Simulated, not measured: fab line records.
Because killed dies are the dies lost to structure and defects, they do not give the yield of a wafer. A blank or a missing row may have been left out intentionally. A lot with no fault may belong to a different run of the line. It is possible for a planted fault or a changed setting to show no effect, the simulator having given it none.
fab line records	flow nandHarc
[record] lots = 12	wafers = 36	lastDay = 33
route steps=1302 shown A_STAIRCASE@668 END@1302
lots untouched by any fault: they come from a run of this same line in which no faults occurred
startH: hours from the record's opening day to when the first of the lot's shown wafers began	waitH: hours elapsed since this lot's preceding step	" the same as in the row above	L1.1+2: a row that stands for several wafers	- value missing, or start not given	* or withheld: withheld	< > ~ a bound
route shown NAME@n: a module of which the file shows steps, and the number in the route of the first	usual: the fault-free wafers' mean and standard deviation	same: alike in all rows	chamber/n: place in a boat	sites: the reading at each site	_std_site: standard deviation of those values	_edge_site: outer sites' mean less inner sites'	radiusMm: how far each site lies from the wafer's centre	mask NAME#n: copy n	behind: tool/chamber where the wafer was last shaped	hold: why the lot was held/for how many hours/how that ended	device: the transistor (n, p or np) that didn't switch	end of line: the same wafers' tests at the end of the route	a step with no rows: only its recipe	killed: count of dies lost to structure and defects at first sort (not the wafer's yield)	map: dies across one wafer; x = killed, . = not, _ = none there
set.NAME: the setting the step ran with; set.NAME@STEP: the setting that earlier step ran with	model.NAME: the simulator's own value behind a step, which no gauge read
steps of the route over a sample of lots; a table a step, a row a wafer
services: from which hour (startH, from the record's first day; less than 0 if before it) a tool's chamber was out of use, for how many hours, and why
[[steps]]
[step NHARC_A_STAIRCASE_TRIM_12]
[recipe] timeS = 211.2	o2FlowSccm = 500	arFlowSccm = 0	biasW = 0	chemistry = O2
[usual] drypumpMotorCurrentA = 5.8/0.32	mfcArSccm = 0.005/0.0061	oesProductAu = 1.003/0.012	rfVppV = 57.9/1	showerheadPlenumPTorr = 3.53/0.19	throttleValvePct = 17.037/0.0092
lot.wafer	tool	chamber	startH	waitH	drypumpMotorCurrentA	mfcArSccm	oesProductAu	rfHoursCounterH	rfVppV	showerheadPlenumPTorr	throttleValvePct
L994.2	rieDiel-12	0	358.90	0.2	5.9	0.006	0.992	32	58.0	3.79	17.040
L994.6	"	1	"	"	5.8	0.002	0.997	-	56.7	3.65	17.045
L994.5	"	2	"	"	6.2	0	1.006	-	57.4	3.39	17.048
L995.2	rieDiel-12	0	374.45	0.1	5.9	0.006	0.995	37	58.1	3.79	17.038
L995.1	"	3	"	"	5.8	0	1.005	39	56.8	3.28	17.050
L995.5	"	1	"	"	5.8	0.002	0.999	-	57.2	3.65	17.042
L997.1	rieDiel-01	2	390.68	0.1	5.7	0.017	1.005	0	57.2	3.29	17.035
L997.3	"	0	"	"	5.4	0.012	0.996	0	55.8	3.56	17.029
L997.5	"	2	"	"	5.7	0.017	1.020	-	56.9	3.29	17.036
L998.2	rieDiel-06	3	401.88	0.1	5.9	0.015	1.006	26	57.7	3.42	17.044
L998.5	"	0	"	"	5.6	0	1.001	-	57.6	3.40	17.047
L998.6	"	1	"	"	5.7	0	0.989	-	59.5	3.53	17.047
L103.3	rieDiel-06	1	456.72	0.1	5.7	0	1.003	38	57.4	3.52	17.061
L103.2	"	2	"	"	5.0	0	0.994	44	59.1	3.75	17.028
L103.5	"	1	"	"	5.7	0	1.006	-	58.9	3.52	17.033
L108.3	rieDiel-12	2	506.66	0.1	6.2	0	1.014	19	56.2	3.37	17.026
L108.1	"	3	"	"	5.8	0	1.021	18	58.0	3.80	17.038
L108.6	"	0	"	"	5.9	0.006	1.005	-	57.5	3.76	17.033
L110.3	rieDiel-01	2	521.16	0.1	5.7	0.017	1.020	42	58.6	3.27	17.042
L110.4	"	2	"	"	5.7	0.017	1.019	-	56.3	3.27	17.023
L110.6	"	1	"	"	6.4	0	1.018	-	57.6	3.32	17.050
L112.2	rieDiel-12	1	531.22	0.1	5.8	0.002	0.992	25	58.7	3.62	17.036
L112.1	"	2	"	"	6.2	0	1.009	28	57.1	3.36	17.042
L112.3	"	0	"	"	5.9	0.006	0.998	26	57.4	3.76	17.040
L113.1	rieDiel-12	3	543.03	0.1	5.8	0	1.022	28	57.9	3.79	17.037
L113.4	"	1	"	"	5.8	0.002	0.995	31	57.2	3.62	17.034
L113.2	"	2	"	"	6.2	0	1.017	34	57.3	3.36	17.059
L114.2	rieDiel-01	1	550.36	0.1	6.4	0	1.008	56	59.0	3.32	17.038
L114.3	"	2	"	"	5.7	0.017	1.004	56	56.3	3.26	17.031
L114.6	"	1	"	"	6.4	0	0.997	-	57.7	3.32	17.039
L116.3	rieDiel-12	2	573.56	0.1	6.2	0	1.007	41	55.5	3.36	17.023
L116.2	"	3	"	"	5.8	0	1.023	35	59.0	3.79	17.032
L116.6	"	1	"	"	5.8	0.002	0.994	-	57.2	3.62	17.021
L115.2	rieDiel-06	0	573.70	0.1	5.6	0	1.022	30	56.9	3.37	17.039
L115.1	"	1	"	"	5.7	0	0.994	30	58.9	3.50	17.041
L115.6	"	0	"	"	5.6	0	1.006	-	58.5	3.37	17.029
[step NHARC_A_STAIRCASE_ETCH_17]
[recipe] targetDepthA = 1000	timeS = 40.5	ionEnergyEv = 400	c4f8FlowSccm = 20	o2FlowSccm = 10	arFlowSccm = withheld	rfW = 600	biasW = 1000	chemistry = C4F8/O2
[usual] oesProductAu = 0.945/0.015	rfVppV = 896/6.9
lot.wafer	tool	chamber	startH	waitH	oesProductAu	rfHoursCounterH	rfVppV
L994.2	rieDiel-12	3	359.48	-	0.946	34	887
L994.6	"	1	"	"	0.930	-	901
L994.5	"	2	"	"	0.945	-	891
L995.1	rieDiel-12	1	375.42	-	0.934	46	901
L995.2	"	2	"	"	0.941	47	889
L995.5	"	2	"	"	0.937	-	890
L997.1	rieDiel-01	2	391.35	-	0.960	0	886
L997.3	"	3	"	"	0.955	0	904
L997.5	"	1	"	"	0.944	-	889
L998.2	rieDiel-06	3	402.55	-	0.954	26	892
L998.5	"	3	"	"	0.959	-	891
L998.6	"	0	"	"	0.934	-	891
L103.3	rieDiel-06	2	457.34	-	0.947	45	904
L103.2	"	0	"	"	0.802	53	892
L103.5	"	2	"	"	0.940	-	904
L108.1	rieDiel-12	1	507.46	-	0.934	19	901
L108.3	"	2	"	"	0.950	20	889
L108.6	"	0	"	"	0.936	-	904
L110.3	rieDiel-01	2	521.92	-	0.945	43	887
L110.4	"	3	"	"	0.969	-	904
L110.6	"	1	"	"	0.965	-	889
L112.3	rieDiel-12	2	532.63	-	0.935	29	890
L112.2	"	0	"	"	0.922	27	904
L112.1	"	1	"	"	0.910	26	898
L113.1	rieDiel-12	3	544.82	-	0.967	29	906
L113.4	"	0	"	"	0.935	33	903
L113.2	"	2	"	"	0.960	35	890
L114.2	rieDiel-01	2	550.98	-	0.948	56	885
L114.3	"	3	"	"	0.969	58	903
L114.6	"	3	"	"	0.981	-	904
L116.3	rieDiel-12	3	574.15	-	0.961	35	905
L116.2	"	0	"	"	0.945	39	904
L116.6	"	2	"	"	0.955	-	891
L115.2	rieDiel-06	3	574.31	-	0.924	20	891
L115.1	"	0	"	"	0.947	30	890
L115.6	"	0	"	"	0.942	-	890
[step NHARC_A_STAIRCASE_TRIM_18]
[recipe] timeS = 211.2	o2FlowSccm = 500	arFlowSccm = 0	biasW = 0	chemistry = O2
[usual] drypumpMotorCurrentA = 5.8/0.31	mfcArSccm = 0.004/0.0059	oesProductAu = 1.003/0.012	rfVppV = 57.8/0.97	showerheadPlenumPTorr = 3.53/0.18	throttleValvePct = 17.036/0.0088
lot.wafer	tool	chamber	startH	waitH	drypumpMotorCurrentA	mfcArSccm	oesProductAu	rfHoursCounterH	rfVppV	showerheadPlenumPTorr	throttleValvePct
L994.2	rieDiel-12	0	-	-	5.9	0.006	0.987	33	57.8	3.79	17.043
L994.6	"	1	"	"	5.8	0.002	0.989	-	58.7	3.65	17.032
L994.5	"	2	"	"	6.3	0	1.004	-	57.2	3.39	17.032
L995.1	rieDiel-12	0	-	-	5.9	0.006	0.983	38	59.0	3.79	17.036
L995.2	"	3	"	"	5.8	0	1.009	39	55.8	3.28	17.027
L995.5	"	0	"	"	5.9	0.006	0.993	-	59.8	3.79	17.038
L997.3	rieDiel-01	1	-	-	6.4	0	1.007	0	58.0	3.34	17.027
L997.1	"	2	"	"	5.7	0.017	1.019	0	56.4	3.29	17.017
L997.5	"	2	"	"	5.7	0.017	1.018	-	55.9	3.29	17.030
L998.2	rieDiel-06	1	-	-	5.7	0	1.001	19	58.8	3.53	17.041
L998.5	"	0	"	"	5.6	0	1.007	-	57.0	3.40	17.030
L998.6	"	1	"	"	5.7	0	0.993	-	59.5	3.53	17.042
L103.3	rieDiel-06	0	-	-	5.6	0	1.008	53	57.2	3.39	17.047
L103.2	"	2	"	"	5.0	0	1.012	45	58.4	3.75	17.029
L103.5	"	0	"	"	5.6	0	1.013	-	57.4	3.39	17.037
L108.1	rieDiel-12	3	-	-	5.8	0	1.031	18	58.2	3.80	17.035
L108.3	"	2	"	"	6.2	0	1.010	20	57.4	3.37	17.029
L108.6	"	3	"	"	5.8	0	1.027	-	57.7	3.80	17.044
L110.3	rieDiel-01	2	-	-	5.7	0.017	1.004	43	57.2	3.27	17.037
L110.4	"	1	"	"	6.3	0	1.007	-	57.4	3.32	17.025
L110.6	"	2	"	"	5.7	0.017	1.006	-	56.7	3.27	17.045
L112.3	rieDiel-12	0	-	-	5.9	0.006	0.996	27	58.9	3.76	17.054
L112.1	"	1	"	"	5.8	0.002	0.989	27	56.8	3.62	17.053
L112.2	"	2	"	"	6.2	0	1.017	29	56.4	3.36	17.054
L113.2	rieDiel-12	2	-	-	6.2	0	1.006	35	56.9	3.36	17.037
L113.1	"	0	"	"	5.9	0.006	0.984	33	59.0	3.75	17.050
L113.4	"	1	"	"	5.8	0.002	0.996	33	59.5	3.62	17.046
L114.3	rieDiel-01	3	-	-	5.8	0.004	1.016	58	58.1	3.75	17.025
L114.2	"	1	"	"	6.4	0	1.007	57	57.4	3.32	17.038
L114.6	"	3	"	"	5.8	0.004	1.025	-	60.0	3.75	17.024
L116.2	rieDiel-12	0	-	-	5.9	0.006	0.986	39	59.6	3.75	17.037
L116.3	"	2	"	"	6.2	0	1.002	41	56.9	3.36	17.042
L116.6	"	3	"	"	5.8	0	1.014	-	58.2	3.79	17.027
L115.1	rieDiel-06	3	-	-	5.9	0.015	0.998	20	55.9	3.39	17.022
L115.2	"	0	"	"	5.5	0	1.010	30	56.5	3.37	17.018
L115.6	"	3	"	"	5.9	0.015	0.991	-	58.7	3.39	17.035
[step NHARC_A_STAIRCASE_ETCH_27]
[recipe] targetDepthA = 1000	timeS = 40.5	ionEnergyEv = 400	c4f8FlowSccm = 20	o2FlowSccm = 10	arFlowSccm = withheld	rfW = 600	biasW = 1000	chemistry = C4F8/O2
[usual] oesProductAu = 0.947/0.013	rfVppV = 895/6.6
lot.wafer	tool	chamber	startH	waitH	oesProductAu	rfHoursCounterH	rfVppV
L994.2	rieDiel-12	1	-	-	0.939	40	902
L994.6	"	3	"	"	0.944	-	887
L994.5	"	0	"	"	0.938	-	906
L995.1	rieDiel-12	2	-	-	0.942	48	890
L995.2	"	3	"	"	0.945	40	886
L995.5	"	2	"	"	0.934	-	892
L997.3	rieDiel-06	3	-	-	0.977	24	890
L997.1	"	0	"	"	0.957	29	890
L997.5	"	3	"	"	0.961	-	892
L998.2	rieDiel-01	1	-	-	0.960	6	890
L998.5	"	2	"	"	0.959	-	888
L998.6	"	1	"	"	0.948	-	889
L103.2	rieDiel-12	3	-	-	0.951	2	906
L103.3	"	1	"	"	0.927	2	901
L103.5	"	3	"	"	0.944	-	906
L108.1	rieDiel-06	1	-	-	0.933	8	896
L108.3	"	2	"	"	0.933	8	903
L108.6	"	3	"	"	0.942	-	891
L110.3	rieDiel-01	3	-	-	0.957	44	904
L110.4	"	1	"	"	0.952	-	889
L110.6	"	2	"	"	0.957	-	886
L112.1	rieDiel-06	1	-	-	0.939	17	896
L112.3	"	2	"	"	0.944	17	902
L112.2	"	3	"	"	0.938	9	892
L113.1	rieDiel-01	2	-	-	0.952	54	887
L113.2	"	3	"	"	0.957	57	903
L113.4	"	0	"	"	0.944	48	897
L114.3	rieDiel-12	3	-	-	0.941	30	906
L114.2	"	0	"	"	0.916	34	904
L114.6	"	3	"	"	0.946	-	905
L116.3	rieDiel-12	3	-	-	0.953	36	906
L116.2	"	1	"	"	0.937	40	898
L116.6	"	2	"	"	0.940	-	891
L115.2	rieDiel-06	2	-	-	0.936	30	903
L115.1	"	1	"	"	0.913	30	895
L115.6	"	2	"	"	0.934	-	904
[step NHARC_END_SORT_01]
[recipe] tempC = 25
[usual] killedAtArray = 55/20	killedAtOther = 1.1/1.2	killedAtPeriphery = 3.8/2.8	killedDies = 60/19	killedOpen = 3.4/1.9	killedShort = 2.2/1.5
[same] grossDies = 677
lot.wafer	tool	chamber	startH	waitH	killedAtArray	killedAtOther	killedAtPeriphery	killedDies	killedOpen	killedShort
L103.2	prober-02	0	683.77	2.8	633	0	5	638	4	2
L103.3	prober-02	0	684.58	3.1	31	1	3	35	5	0
L103.5	prober-02	0	686.20	3.7	49	1	5	55	6	4
// killed by level:class
L103.2 A_STAIRCASE:areaEtch=596 A_CHANNEL_HOLE_D2:chamberFilmFlake=13 A_CHANNEL_HOLE_D1:chamberFilmFlake=6 A_STAIRCASE:chamberFilmFlake=6 A_CONTACT:chamberFilmFlake=4 P_GATE:chamberFilmFlake=3 A_SLIT:chamberFilmFlake=2 A_WL_FILL:chamberFilmFlake=2
L103.3 A_CHANNEL_HOLE_D2:chamberFilmFlake=16 A_CONTACT:chamberFilmFlake=4 P_GATE:chamberFilmFlake=2 A_CHANNEL_HOLE_D1:chamberFilmFlake=2 A_STAIRCASE:chamberFilmFlake=2 A_WL_FILL:chamberFilmFlake=2 P_M0:geometricParticle:open=1 A_CHANNEL_FILL_D2:geometricParticle:open=1
L103.5 A_CHANNEL_HOLE_D2:chamberFilmFlake=14 A_BONDPAD:chamberFilmFlake=7 A_CHANNEL_HOLE_D1:chamberFilmFlake=5 A_SLIT:chamberFilmFlake=5 A_ONON_D2:geometricParticle:open=3 P_GATE:chamberFilmFlake=3 A_STAIRCASE:chamberFilmFlake=3 A_ZERO_WELL:chamberFilmFlake=2
[[services]]
tool	chamber	startH	hours	kind
rieDiel-12	0	352.32	-	clean
rieDiel-12	1	352.32	-	clean
rieDiel-12	2	352.32	-	clean
rieDiel-12	3	352.32	-	clean
rieDiel-06	1	354.02	13.4	repair
rieDiel-06	3	365.97	9.2	repair
rieDiel-12	0	376.82	-	clean
rieDiel-12	1	376.82	-	clean
rieDiel-12	2	376.82	-	clean
rieDiel-12	3	376.82	-	clean
rieDiel-01	3	377.64	4.2	repair
rieDiel-01	-	381.57	9.0	pm
rieDiel-01	0	401.71	7.1	repair
rieDiel-12	0	403.27	-	clean
rieDiel-06	-	441.74	0.7	repair
rieDiel-12	-	445.49	9.0	pm
rieDiel-01	-	451.33	0.6	repair
rieDiel-12	1	466.41	5.9	repair
rieDiel-06	-	484.22	9.0	pm
rieDiel-06	3	496.22	11.6	repair
rieDiel-01	0	510.51	23.1	repair
rieDiel-01	1	511.08	4.7	repair
rieDiel-06	3	554.15	5.6	repair
rieDiel-01	-	558.68	9.0	pm
[[key]]
[firstSign] step = NHARC_A_STAIRCASE_ETCH_17	reading = oesProductAu	direction = down	sigmas = 9.8	usual = 0.945	struck = 0.802
[effect] step = NHARC_END_SORT_01	reading = killedDies	direction = up	sigmas = 30	usual = 60	struck = 638
[moreKillsBornAt] NHARC_A_STAIRCASE_ETCH_17@rieDiel-06 = 596
metAt NHARC_A_STAIRCASE_ETCH_17
struckLots L103
struckWafers L103.2
laterRowsLeftOut L103.2
testerLeftOut L103
notActingAt NHARC_A_STAIRCASE_TRIM_12,NHARC_A_STAIRCASE_TRIM_18,NHARC_A_STAIRCASE_ETCH_27
onsetBetween 402.55 457.34
[fault] kind = processParameterDrift	tool = rieDiel-06	chamber = -	onsetH = 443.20	steps = NHARC_A_STAIRCASE_ETCH_17	channel = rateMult	offset = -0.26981	shape = step	endH = 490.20	scope = struckWafersOnly
// testerLeftOut: of these lots the tester's yield and bins aren't shown, on N5 and GAA mostly nor the transistor test; their killed dies are dies lost to structure and defects alone, not to doping, threshold or leakage, so they don't give the yield
// laterRowsLeftOut: the simulator's readings of these wafers behind a module that went badly wrong aren't trusted and aren't shown, but for the sort
